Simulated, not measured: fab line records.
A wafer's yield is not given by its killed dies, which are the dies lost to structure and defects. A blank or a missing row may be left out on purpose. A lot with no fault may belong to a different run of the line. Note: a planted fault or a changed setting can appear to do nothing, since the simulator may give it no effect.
fab line records	flow nand_harc	part 1 of 2: steps 1 to 4 of 6
record: lots: 21	wafers: 63	last_day: 33
route steps=1302 shown A_STAIRCASE@813 A_SGD_CUT@890
lots untouched by any fault: they come from a run of this same line in which no faults occurred
start_h: the number of hours between the record's first day and the start of the first shown wafer of the lot	wait_h: hours from the lot's prior step to this one	" unchanged from the row above	L1.1+2: a row that stands for several wafers	- no value, or no start given	* or withheld: withheld	< > ~ a bound
route shown NAME@n: NAME is a module with steps in the file, n the number in the route of the first one	usual: mean and standard deviation over wafers with no fault	same: alike in all rows	chamber/n: place in a boat	sites: readings site by site	_std_site: standard deviation across them	_edge_site: the outer-site mean with the inner-site mean subtracted	radius_mm: how far each site lies from the wafer's centre	mask NAME#n: copy n	behind: the last tool/chamber to shape the wafer	hold: what put the lot on hold/how long, in hours/how the hold closed	device: the transistor (n, p or np) that didn't switch	end of line: tests run on the same wafers once the route is complete	a step without rows: its recipe alone	killed: the dies lost at the first sort to structure and to defects; this is not the yield of the wafer	map: shows each die of a wafer: x if killed, . if not, _ if none is there
set.NAME: the setting the step ran with; set.NAME@STEP: the setting that earlier step ran with	model.NAME: the simulator's own value behind a step, which no gauge read
route steps across a sampled set of lots; one table per step, one row per wafer
services: the hour from which a tool's chamber was out of use, counted from the record's first day as start_h (under 0 if before that day), plus the number of hours and why
== steps ==
step: NHARC_A_STAIRCASE_STRIP_295
recipe: o2_flow_sccm: 500	ar_flow_sccm: 0	bias_w: 0	chemistry: O2
usual: drypump_motor_current_A: 5.6/0.5	mfc_ar_sccm: 0.006/0.0092	oes_product_au: 0.999/0.01	rf_vpp_V: 57.8/0.89	showerhead_plenum_p_Torr: 3.54/0.11	throttle_valve_pct: 17.037/0.0091
lot.wafer	tool	chamber	start_h	wait_h	drypump_motor_current_A	mfc_ar_sccm	oes_product_au	rf_hours_counter_h	rf_vpp_V	showerhead_plenum_p_Torr	throttle_valve_pct
L075.4	rie_diel-10	1	-	-	6.4	0.008	1.010	40	57.9	3.53	17.031
L075.1	"	2	"	"	6.1	0	1.002	43	57.7	3.75	17.019
L075.6	"	0	"	"	5.4	0.017	1.001	-	58.0	3.56	17.036
L074.2	rie_diel-03	3	-	-	5.9	0.033	1.009	30	57.8	3.67	17.053
L074.1	"	1	"	"	5.7	0.006	0.997	31	55.3	3.38	17.037
L074.5	"	0	"	"	6.0	0	0.997	-	58.7	3.34	17.025
L076.2	rie_diel-09	3	-	-	5.6	0.000	1.016	24	58.2	3.61	17.030
L076.4	"	0	"	"	5.2	0	1.003	28	57.1	3.47	17.033
L076.3	"	1	"	"	6.0	0	0.995	25	59.1	3.66	17.029
L078.2	rie_diel-10	1	-	-	6.5	0.008	1.002	45	57.3	3.53	17.038
L078.1	"	3	"	"	4.7	0	0.997	50	57.0	3.51	17.034
L078.6	"	1	"	"	6.5	0.008	1.005	-	57.8	3.53	17.040
L077.2	rie_diel-10	0	-	-	5.4	0.017	0.994	47	57.5	3.55	17.033
L077.1	"	1	"	"	6.4	0.008	1.003	47	58.6	3.53	17.033
L077.3	"	2	"	"	6.1	0	1.000	54	57.6	3.74	17.049
L080.1	rie_diel-09	3	-	-	5.7	0.000	1.012	35	58.4	3.60	17.037
L080.2	"	2	"	"	5.2	0	1.017	37	58.4	3.42	17.043
L080.4	"	2	"	"	5.2	0	1.019	-	56.2	3.42	17.025
L081.1	rie_diel-10	0	-	-	5.5	0.017	0.999	7	57.5	3.55	17.043
L081.3	"	3	"	"	4.7	0	0.994	8	56.5	3.50	17.042
L081.5	"	0	"	"	5.5	0.017	0.994	-	57.6	3.55	17.029
L082.4	rie_diel-10	0	-	-	5.4	0.017	1.004	16	58.5	3.54	17.036
L082.2	"	2	"	"	6.1	0	0.977	17	58.2	3.73	17.040
L082.5	"	0	"	"	5.4	0.017	0.999	-	57.1	3.54	17.031
L084.1	rie_diel-09	1	-	-	6.0	0	0.988	49	59.0	3.64	17.036
L084.4	"	2	"	"	5.2	0	1.014	50	58.0	3.41	17.049
L084.6	"	0	"	"	5.2	0	1.026	-	58.2	3.46	17.025
L086.2	rie_diel-10	0	-	-	5.4	0.017	1.006	26	55.6	3.54	17.027
L086.1	"	1	"	"	6.5	0.008	0.988	27	58.2	3.51	17.043
L086.5	"	3	"	"	4.7	0	0.990	-	56.8	3.49	17.029
L087.2	rie_diel-03	1	-	-	5.7	0.006	0.987	6	57.8	3.36	17.042
L087.6	"	1	"	"	5.7	0.006	0.981	-	56.7	3.36	17.037
L087.5	"	2	"	"	5.4	0.014	1.005	-	58.9	3.66	17.039
L085.1	rie_diel-10	3	-	-	4.7	0	0.991	26	56.5	3.49	17.044
L085.2	"	2	"	"	6.1	0	0.983	27	59.2	3.73	17.041
L085.5	"	3	"	"	4.7	0	0.988	-	58.2	3.49	17.045
L088.3	rie_diel-03	2	-	-	5.4	0.014	0.994	13	58.2	3.66	17.023
L088.5	"	2	"	"	5.4	0.014	1.001	-	58.4	3.66	17.033
L088.6	"	3	"	"	5.9	0.033	1.001	-	58.4	3.65	17.037
L089.2	rie_diel-03	1	-	-	5.7	0.006	0.990	17	58.2	3.36	17.039
L089.4	"	2	"	"	5.4	0.014	1.001	19	58.4	3.65	17.032
L089.5	"	2	"	"	5.3	0.014	0.989	-	58.6	3.65	17.033
L090.2	rie_diel-10	3	-	-	4.7	0	0.999	42	58.0	3.48	17.045
L090.5	"	2	"	"	6.1	0	0.978	-	59.2	3.72	17.047
L090.6	"	3	"	"	4.7	0	0.994	-	57.3	3.48	17.051
L092.1	rie_diel-09	0	-	-	5.2	0	1.007	11	57.1	3.45	17.041
L092.4	"	2	"	"	5.2	0	0.985	11	57.3	3.40	17.049
L092.6	"	0	"	"	5.2	0	1.009	-	57.2	3.45	17.050
L093.4	rie_diel-03	2	-	-	5.4	0.014	1.006	31	57.6	3.65	17.033
L093.5	"	2	"	"	5.4	0.014	1.009	-	58.6	3.65	17.041
L093.6	"	3	"	"	5.9	0.033	1.005	-	59.2	3.64	17.040
L094.1	rie_diel-09	0	-	-	5.2	0	1.015	20	57.7	3.45	17.041
L094.3	"	1	"	"	6.0	0	0.989	18	59.3	3.63	17.028
L094.6	"	0	"	"	5.2	0	1.016	-	57.2	3.45	17.045
L095.4	rie_diel-09	1	-	-	6.0	0	0.994	20	58.4	3.63	17.042
L095.3	"	0	"	"	5.2	0	1.001	23	56.6	3.45	17.046
L095.5	"	2	"	"	5.2	0	0.973	-	56.9	3.40	17.034
L097.4	rie_diel-10	3	-	-	4.7	0	1.017	1	57.3	3.48	17.037
L097.3	"	2	"	"	6.1	0	1.010	0	58.3	3.71	17.028
L097.6	"	3	"	"	4.7	0	1.006	-	58.9	3.48	17.052
L096.1	rie_diel-09	3	-	-	5.7	0.000	0.999	31	58.6	3.57	17.041
L096.4	"	1	"	"	6.0	0	1.006	31	57.4	3.62	17.019
L096.6	"	3	"	"	5.6	0.000	0.998	-	58.8	3.57	17.033
step: NHARC_A_STAIRCASE_STRIP_476
recipe: time_s: 20	o2_flow_sccm: 500	ar_flow_sccm: 0	bias_w: 0	chemistry: O2
usual: drypump_motor_current_A: 5.7/0.4	mfc_ar_sccm: 0.008/0.011	oes_product_au: 1.000/0.0091	rf_vpp_V: 57.7/0.85	showerhead_plenum_p_Torr: 3.52/0.13	throttle_valve_pct: 17.035/0.0087
lot.wafer	tool	chamber	start_h	wait_h	drypump_motor_current_A	mfc_ar_sccm	oes_product_au	rf_hours_counter_h	rf_vpp_V	showerhead_plenum_p_Torr	throttle_valve_pct
L075.1	rie_diel-03	3	399.42	0.2	5.9	0.033	1.007	34	59.2	3.67	17.042
L075.4	"	0	"	"	6.0	0	0.990	36	57.5	3.34	17.044
L075.6	"	3	"	"	5.9	0.033	1.000	-	56.4	3.67	17.042
L074.1	rie_diel-03	1	400.76	0.1	5.7	0.006	0.994	34	58.8	3.37	17.024
L074.2	"	3	"	"	5.9	0.033	1.005	36	57.9	3.66	17.032
L074.5	"	1	"	"	5.7	0.006	1.001	-	57.0	3.37	17.047
L076.2	rie_diel-10	2	416.79	0.1	6.0	0	0.999	55	59.0	3.74	17.037
L076.4	"	3	"	"	4.7	0	0.991	53	57.5	3.51	17.031
L076.3	"	0	"	"	5.5	0.017	0.997	48	57.1	3.55	17.032
L078.2	rie_diel-09	1	418.04	0.1	6.0	0	0.999	26	59.3	3.66	17.027
L078.1	"	0	"	"	5.2	0	1.013	29	58.6	3.47	17.037
L078.6	"	2	"	"	5.2	0	1.014	-	57.2	3.42	17.046
L077.2	rie_diel-09	1	422.82	0.2	6.0	0	0.998	28	58.4	3.66	17.042
L077.3	"	2	"	"	5.2	0	1.013	29	56.6	3.42	17.035
L077.1	"	3	"	"	5.7	0.000	1.015	28	56.8	3.61	17.034
L080.2	rie_diel-10	1	453.34	0.1	6.4	0.008	1.000	8	60.3	3.52	17.031
L080.1	"	2	"	"	6.1	0	0.993	9	58.0	3.74	17.038
L080.4	"	3	"	"	4.7	0	1.000	9	56.2	3.50	17.036
L081.1	rie_diel-03	0	456.72	0.1	6.0	0	0.990	54	58.1	3.33	17.030
L081.3	"	3	"	"	5.9	0.033	1.012	52	57.0	3.66	17.023
L081.5	"	0	"	"	6.0	0	1.000	-	56.7	3.33	17.048
L082.2	rie_diel-03	0	479.43	0.1	6.0	0	1.005	2	56.4	3.33	17.045
L082.4	"	2	"	"	5.4	0.014	0.991	2	58.7	3.66	17.032
L082.5	"	1	"	"	5.7	0.006	0.993	-	57.1	3.36	17.029
L084.4	rie_diel-03	2	496.74	0.1	5.4	0.014	1.003	5	58.6	3.66	17.027
L084.1	"	0	"	"	6.0	0	1.007	6	57.7	3.32	17.033
L084.6	"	2	"	"	5.4	0.014	1.018	-	58.7	3.66	17.038
L086.2	rie_diel-03	3	506.76	0.1	5.9	0.033	1.005	11	57.1	3.65	17.040
L086.1	"	1	"	"	5.8	0.006	0.991	8	57.5	3.36	17.037
L086.5	"	0	"	"	5.9	0	1.012	-	58.0	3.32	17.035
L087.2	rie_diel-03	0	511.28	0.1	6.0	0	1.011	10	56.9	3.32	17.046
L087.5	"	3	"	"	5.9	0.033	1.003	-	58.0	3.65	17.029
L087.6	"	0	"	"	6.0	0	1.001	-	55.8	3.32	17.028
L085.2	rie_diel-03	2	511.47	0.1	5.4	0.014	1.005	11	58.0	3.66	17.035
L085.1	"	3	"	"	5.9	0.033	1.004	12	57.9	3.65	17.026
L085.5	"	2	"	"	5.4	0.014	1.005	-	58.4	3.66	17.029
L088.3	rie_diel-03	3	528.67	0.1	5.9	0.033	1.004	16	57.7	3.65	17.044
L088.6	"	2	"	"	5.4	0.014	1.003	-	59.1	3.65	17.037
L088.5	"	3	"	"	5.9	0.033	1.016	-	57.8	3.65	17.046
L089.4	rie_diel-10	1	540.86	0.1	6.5	0.008	1.012	37	57.5	3.51	17.046
L089.2	"	2	"	"	6.1	0	0.999	40	57.1	3.72	17.031
L089.5	"	0	"	"	5.5	0.017	0.996	-	58.3	3.53	17.026
L090.2	rie_diel-09	0	557.60	0.1	5.2	0	1.006	11	58.8	3.45	17.054
L090.5	"	2	"	"	5.2	0	0.996	-	57.0	3.40	17.040
L090.6	"	3	"	"	5.6	0.000	0.998	-	58.0	3.58	17.029
L092.4	rie_diel-03	3	564.48	0.1	5.9	0.033	0.998	27	58.5	3.64	17.032
L092.1	"	0	"	"	6.0	0	1.010	27	56.3	3.31	17.037
L092.6	"	0	"	"	6.0	0	1.012	-	57.5	3.31	17.028
L093.4	rie_diel-10	2	590.75	0.1	6.1	0	0.985	62	58.2	3.71	17.033
L093.6	"	1	"	"	6.4	0.008	0.989	-	56.7	3.49	17.035
L093.5	"	2	"	"	6.1	0	0.986	-	58.0	3.71	17.058
L094.1	rie_diel-09	2	594.46	0.1	5.2	0	0.997	21	56.2	3.40	17.040
L094.3	"	3	"	"	5.6	0.000	1.006	24	58.0	3.58	17.023
L094.6	"	0	"	"	5.2	0	1.009	-	57.8	3.45	17.035
L095.4	rie_diel-09	3	601.45	0.1	5.6	0.000	1.003	27	57.7	3.58	17.037
L095.3	"	0	"	"	5.2	0	1.004	26	58.2	3.44	17.027
L095.5	"	2	"	"	5.2	0	0.992	-	57.2	3.40	17.035
L097.4	rie_diel-09	2	615.37	0.2	5.2	0	0.989	32	56.9	3.39	17.044
L097.3	"	3	"	"	5.7	0.000	1.014	32	57.5	3.57	17.046
L097.6	"	2	"	"	5.2	0	1.003	-	56.3	3.39	17.024
L096.1	rie_diel-03	0	619.06	0.1	6.0	0	1.024	38	57.2	3.31	17.044
L096.4	"	1	"	"	5.7	0.006	1.000	37	57.0	3.35	17.038
L096.6	"	2	"	"	5.4	0.014	1.010	-	58.6	3.64	17.037
step: NHARC_A_STAIRCASE_STRIP_446
recipe: power_w: 1500	temp_c: 250	chemistry: O2
usual: drypump_motor_current_A: 5.3/0.45	heater_power_w: 347/12
lot.wafer	tool	chamber	start_h	wait_h	drypump_motor_current_A	heater_power_w	rf_hours_counter_h
L074.1	plasma_asher-02	1	444.16	0.6	5.9	338	3
L074.2	"	0	"	"	5.7	324	3
L074.5	"	0	"	"	5.7	324	-
L075.1	plasma_asher-01	0	444.37	0.7	4.7	364	21
L075.4	"	1	"	"	5.2	363	-
L075.6	"	1	"	"	5.2	355	-
L078.1	plasma_asher-01	1	460.90	0.0	5.2	351	23
L078.2	"	0	"	"	4.7	360	23
L078.6	"	1	"	"	5.2	358	-
L076.2	plasma_asher-02	0	461.05	0.0	5.7	318	6
L076.4	"	0	"	"	5.7	311	-
L076.3	"	1	"	"	5.9	339	-
L077.2	plasma_asher-02	1	468.04	0.0	5.8	336	7
L077.1	"	0	"	"	5.7	325	7
L077.3	"	1	"	"	5.8	335	-
L081.1	plasma_asher-02	1	507.93	0.0	5.9	342	15
L081.3	"	1	"	"	5.8	342	-
L081.5	"	1	"	"	5.9	339	-
L080.2	plasma_asher-01	0	508.15	0.0	4.7	348	32
L080.1	"	1	"	"	5.2	356	32
L080.4	"	1	"	"	5.2	360	-
L082.2	plasma_asher-02	0	528.12	0.3	5.7	324	20
L082.4	"	1	"	"	5.9	341	-
L082.5	"	1	"	"	5.9	339	-
L084.1	plasma_asher-01	1	540.57	0.0	5.2	354	3
L084.4	"	0	"	"	4.7	354	-
L084.6	"	1	"	"	5.2	356	-
L087.2	plasma_asher-01	0	553.93	0.0	4.7	354	5
L087.5	"	0	"	"	4.7	342	-
L087.6	"	1	"	"	5.2	344	-
L085.1	plasma_asher-02	1	554.35	0.0	5.8	348	26
L085.2	"	0	"	"	5.7	322	26
L085.5	"	0	"	"	5.7	324	-
L086.1	plasma_asher-01	1	558.66	0.0	5.2	350	6
L086.2	"	0	"	"	4.7	355	6
L086.5	"	1	"	"	5.2	358	-
L088.3	plasma_asher-01	1	575.61	0.2	5.2	356	-
L088.6	"	0	"	"	4.7	352	-
L088.5	"	1	"	"	5.2	356	-
L089.2	plasma_asher-01	0	582.87	0.0	4.7	343	11
L089.4	"	0	"	"	4.7	343	-
L089.5	"	0	"	"	4.7	361	-
L090.2	plasma_asher-01	0	607.15	0.1	4.7	347	15
L090.5	"	1	"	"	5.2	350	-
L090.6	"	0	"	"	4.7	352	-
L092.1	plasma_asher-01	1	610.13	0.0	5.2	345	16
L092.4	"	1	"	"	5.2	362	-
L092.6	"	0	"	"	4.7	352	-
L093.4	plasma_asher-01	0	636.97	0.2	4.7	359	-
L093.5	"	1	"	"	5.2	356	-
L093.6	"	0	"	"	4.7	357	-
L095.4	plasma_asher-01	1	643.49	0.1	5.2	352	-
L095.3	"	0	"	"	4.7	349	-
L095.5	"	0	"	"	4.7	350	-
L094.1	plasma_asher-01	1	643.72	0.1	5.2	361	24
L094.3	"	1	"	"	5.2	355	-
L094.6	"	1	"	"	5.2	345	-
L097.4	plasma_asher-01	1	658.78	0.1	5.2	345	-
L097.3	"	0	"	"	4.7	351	-
L097.6	"	0	"	"	4.7	358	-
L096.1	plasma_asher-02	1	658.95	0.0	5.8	350	9
L096.4	"	1	"	"	5.8	355	-
L096.6	"	0	"	"	5.7	339	-
step: NHARC_A_SGD_CUT_DEP_00
recipe: target_thk_a: 500	temp_c: 400	target_thk_nm: 50	flow_sccm: 200	rf_w: 450	material: SiNx
usual: heater_power_w: 738/100
lot.wafer	tool	chamber	start_h	wait_h	heater_power_w
L074.2	pecvd-01	0	447.07	0.1	872
L074.1	"	2	"	"	614
L074.5	"	0	"	"	850
L075.1	pecvd-02	0	447.30	0.1	698
L075.6	"	2	"	"	802
L075.4	"	0	"	"	688
L078.2	pecvd-01	0	463.77	0.1	815
L078.1	"	1	"	"	878
L078.6	"	2	"	"	577
L076.2	pecvd-02	1	463.89	0.1	725
L076.3	"	2	"	"	703
L076.4	"	1	"	"	720
L077.2	pecvd-04	0	470.71	0.1	669
L077.3	"	1	"	"	844
L077.1	"	2	"	"	669
L081.3	pecvd-02	0	510.62	0.1	713
L081.1	"	1	"	"	719
L081.5	"	1	"	"	735
L080.1	pecvd-04	0	510.85	0.1	713
L080.2	"	1	"	"	878
L080.4	"	1	"	"	859
L082.2	pecvd-04	1	530.84	0.1	906
L082.4	"	2	"	"	716
L082.5	"	1	"	"	742
L084.1	pecvd-01	0	543.29	0.1	885
L084.4	"	0	"	"	898
L084.6	"	1	"	"	953
L087.2	pecvd-04	0	556.61	0.1	701
L087.5	"	0	"	"	705
L087.6	"	1	"	"	819
L085.2	pecvd-04	2	557.05	0.1	693
L085.1	"	0	"	"	634
L085.5	"	0	"	"	644
L086.1	pecvd-01	1	561.34	0.1	844
L086.2	"	0	"	"	903
L086.5	"	0	"	"	918
L088.3	pecvd-02	2	578.15	0.1	691
L088.5	"	2	"	"	682
L088.6	"	0	"	"	668
L089.2	pecvd-02	1	585.54	0.1	730
L089.5	"	1	"	"	730
L089.4	"	2	"	"	798
L090.2	pecvd-02	2	609.87	0.1	822
L090.5	"	1	"	"	619
L090.6	"	2	"	"	830
L092.1	pecvd-01	1	612.80	0.1	826
L092.4	"	2	"	"	538
L092.6	"	0	"	"	905
L093.4	pecvd-02	1	639.59	0.2	713
L093.5	"	2	"	"	845
L093.6	"	0	"	"	639
L095.3	pecvd-04	1	646.15	0.2	853
L095.4	"	0	"	"	636
L095.5	"	1	"	"	868
L094.3	pecvd-04	2	646.36	0.1	716
L094.1	"	0	"	"	640
L094.6	"	2	"	"	717
L097.3	pecvd-01	1	661.41	0.1	948
L097.4	"	1	"	"	921
L097.6	"	2	"	"	538
L096.1	pecvd-02	1	661.70	0.1	687
L096.6	"	2	"	"	813
L096.4	"	0	"	"	653
